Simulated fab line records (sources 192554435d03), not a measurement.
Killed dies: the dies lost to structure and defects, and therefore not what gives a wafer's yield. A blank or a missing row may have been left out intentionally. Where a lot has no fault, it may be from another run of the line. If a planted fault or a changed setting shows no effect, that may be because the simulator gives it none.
Split-lot study + flow n5_finfet + 7 lots, 39 wafers read, on a route of 1938 steps

## SPLIT DETAILS
At N5_BEOL_M7_TRENCH_ETCH_37 (etches SiCOH lowk in C4F6/O2, target depth 93.478 nm, time 31.2 s), the setting target_depth_a was moved away from the recipe's 934.78 angstrom on 15 of the 39 wafers read, by -59.4% to +24.5%. All remaining wafers had this setting at the recipe value.

## FROM THE SPLIT TO THE READING: what the file shows between them, 11 steps
- N5_BEOL_M7_ETCH_41: etches SiCN in CH3F/O2, target depth 31.9 nm, time 57.8 s
- N5_BEOL_M7_STRIP_80: strips in N2/H2, time 10 s
- N5_BEOL_M7_OCD_MEAS_38
- N5_BEOL_M7_HM_STRIP_39: strips TiN in peroxide tin strip, target depth 25 nm, time 158 s
- N5_BEOL_M7_SRD_40: time 30 s
- N5_BEOL_M7_ECD_50: material Cu, target thk 300 nm
- N5_BEOL_M7_ANNEAL_51: time 90 s
- N5_BEOL_M7_CMP_52: polishes, stops on SiCOH lowk, t overpolish 6.9 s, target thk 80 nm
- N5_BEOL_M7_THK_MEAS_53: measures by xrf
- N5_BEOL_M7_PRE_CLEAN_55: time 15 s
- N5_BEOL_M7_DEP_56: deposits SiCN from 3MS/NH3, target thk 10 nm, time 17.5 s

## THE READING
Measured at N5_BEOL_M7_RS_MEAS_57 by four-point probe: M7_RS, in ohm/sq. Fault-free wafers of this fab line usually give 0.283 ohm/sq, standard deviation 0.0072 ohm/sq.

| wafer  | tool, chamber at the split | target_depth_a as run, angstrom | against the recipe | M7_RS, ohm/sq | against lot-mates on the recipe |
|--------|----------------------------|---------------------------------|--------------------|---------------|---------------------------------|
| L081.1 | rie_diel-01, 2             | 934.78                          | recipe             | 0.297         | -                               |
| L081.2 | rie_diel-01, 0             | 934.78                          | recipe             | 0.286         | -                               |
| L081.3 | rie_diel-01, 3             | 934.78                          | recipe             | 0.285         | -                               |
| L081.4 | rie_diel-01, 2             | 753                             | -19.4%             | 0.387         | +0.098                          |
| L081.5 | rie_diel-01, 3             | 753                             | -19.4%             | 0.382         | +0.093                          |
| L081.6 | rie_diel-01, 0             | 753                             | -19.4%             | 0.377         | +0.088                          |
| L086.1 | rie_diel-01, 0             | 934.78                          | recipe             | 0.285         | -                               |
| L086.2 | rie_diel-01, 1             | 1164                            | +24.5%             | 0.213         | -0.073                          |
| L086.3 | rie_diel-01, 3             | 934.78                          | recipe             | 0.283         | -                               |
| L086.4 | rie_diel-01, 2             | 934.78                          | recipe             | 0.291         | -                               |
| L086.5 | rie_diel-01, 2             | 1164                            | +24.5%             | 0.218         | -0.068                          |
| L086.6 | rie_diel-01, 3             | 1164                            | +24.5%             | 0.215         | -0.071                          |
| L090.1 | rie_diel-02, 1             | 934.78                          | recipe             | 0.275         | -                               |
| L090.2 | rie_diel-02, 3             | 379.6                           | -59.4%             | 1.226         | +0.954                          |
| L090.3 | rie_diel-02, 0             | 934.78                          | recipe             | 0.275         | -                               |
| L090.4 | rie_diel-02, 2             | 379.6                           | -59.4%             | 1.066         | +0.794                          |
| L090.5 | rie_diel-02, 2             | 934.78                          | recipe             | 0.265         | -                               |
| L090.6 | rie_diel-02, 3             | 379.6                           | -59.4%             | 1.184         | +0.912                          |
| L089.1 | rie_diel-05, 2             | 934.78                          | recipe             | 0.294         | -                               |
| L089.3 | rie_diel-05, 0             | 934.78                          | recipe             | 0.283         | -                               |
| L089.4 | rie_diel-05, 2             | 934.78                          | recipe             | 0.284         | -                               |
| L094.1 | rie_diel-05, 2             | 934.78                          | recipe             | 0.289         | -                               |
| L094.2 | rie_diel-05, 0             | 519.2                           | -44.5%             | 0.662         | +0.374                          |
| L094.3 | rie_diel-05, 3             | 519.2                           | -44.5%             | 0.707         | +0.419                          |
| L094.4 | rie_diel-05, 1             | 519.2                           | -44.5%             | 0.732         | +0.444                          |
| L094.5 | rie_diel-05, 3             | 934.78                          | recipe             | 0.289         | -                               |
| L094.6 | rie_diel-05, 2             | 934.78                          | recipe             | 0.285         | -                               |
| L095.1 | rie_diel-01, 0             | 756.5                           | -19.1%             | 0.380         | +0.097                          |
| L095.2 | rie_diel-01, 1             | 934.78                          | recipe             | 0.280         | -                               |
| L095.3 | rie_diel-01, 3             | 756.5                           | -19.1%             | 0.381         | +0.098                          |
| L095.4 | rie_diel-01, 2             | 934.78                          | recipe             | 0.280         | -                               |
| L095.5 | rie_diel-01, 3             | 934.78                          | recipe             | 0.289         | -                               |
| L095.6 | rie_diel-01, 0             | 756.5                           | -19.1%             | 0.383         | +0.100                          |
| L097.1 | rie_diel-01, 1             | 934.78                          | recipe             | 0.275         | -                               |
| L097.2 | rie_diel-01, 3             | 934.78                          | recipe             | 0.285         | -                               |
| L097.3 | rie_diel-01, 2             | 934.78                          | recipe             | 0.277         | -                               |
| L097.4 | rie_diel-01, 0             | 934.78                          | recipe             | 0.285         | -                               |
| L097.5 | rie_diel-01, 1             | 934.78                          | recipe             | 0.277         | -                               |
| L097.6 | rie_diel-01, 2             | 934.78                          | recipe             | 0.281         | -                               |

THE FIT
A straight line over all 39 wafers: M7_RS changes by -0.0109 ohm/sq for each +1% of target_depth_a; r = -0.92; the points scatter about the line by 0.1 ohm/sq.
The same after taking each lot's own level away (the mean of its wafers on the recipe; 39 wafers): -0.011 ohm/sq for each +1%; r = -0.92; scatter 0.1 ohm/sq.
That fit puts the effect of the largest move of target_depth_a on the reading at 0.65 ohm/sq.
The span of the lots' own levels, 0.2717 to 0.2893 ohm/sq, comes to 2.5 times the standard deviation stated above.
So the lot-to-lot level changes the slope little: the two slopes agree.
Check: +0.602 ohm/sq against its lot-mates is what the line predicts for one of the wafers moved furthest among these (-59.4%) when that wafer is left out of the fit. It came out at +0.954 ohm/sq against them.

## OTHER SPLITS ON THESE WAFERS
Before the reading, these wafers also passed through other splits. Each is held against what the fit with the lots' levels taken away leaves over:
| other split on the same wafers   | wafers away from the commonest value | r with M7_RS (lot level and that fit taken away) |
|----------------------------------|--------------------------------------|--------------------------------------------------|
| N5_BEOL_M0_SAQP_DESCUM_45 time_s | 15                                   | -0.34                                            |
| N5_BEOL_M5_CVD_47 target_thk_a   | 12                                   | -0.18                                            |

## THE WHOLE CHAIN: every reading that the file lists as answering this split, in the file's order
| step                      | what it does                                                        | reading                                                                          | change (the file's fit)                | r (the file's) |
|---------------------------|---------------------------------------------------------------------|----------------------------------------------------------------------------------|----------------------------------------|----------------|
| N5_BEOL_M7_TRENCH_ETCH_37 | etches SiCOH lowk in C4F6/O2, target depth 93.478 nm, time 31.2 s   | BEOL_M7.feature_depth_nm (the simulator's own value, which no gauge read)        | +0.952 nm for each +1% of the setting  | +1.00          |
| N5_BEOL_M7_TRENCH_ETCH_37 | etches SiCOH lowk in C4F6/O2, target depth 93.478 nm, time 31.2 s   | etch.depth_nm (the simulator's own value, which no gauge read)                   | +0.952 nm for each +1% of the setting  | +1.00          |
| N5_BEOL_M7_TRENCH_ETCH_37 | etches SiCOH lowk in C4F6/O2, target depth 93.478 nm, time 31.2 s   | TiN_of_BEOL_M7_HM_DEP_02.thk_nm (the simulator's own value, which no gauge read) | -0.0264 nm for each +1% of the setting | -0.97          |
| N5_BEOL_M7_OCD_MEAS_38    |                                                                     | trench_depth_nm                                                                  | +0.954 nm for each +1% of the setting  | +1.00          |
| N5_BEOL_M7_CMP_52         | polishes, stops on SiCOH lowk, t overpolish 6.9 s, target thk 80 nm | Cu_of_BEOL_M7_ECD_50.thk_nm (the simulator's own value, which no gauge read)     | +0.935 nm for each +1% of the setting  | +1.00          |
| N5_BEOL_M7_THK_MEAS_53    | measures by xrf                                                     | M7_THK                                                                           | +0.926 for each +1% of the setting     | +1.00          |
| N5_BEOL_M7_RS_MEAS_57     | measures by four-point-probe                                        | M7_RS                                                                            | -0.0112 for each +1% of the setting    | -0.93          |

## FILE'S OWN FIT
M7_RS changes by -0.0112 ohm/sq for each +1% of target_depth_a, r = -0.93.
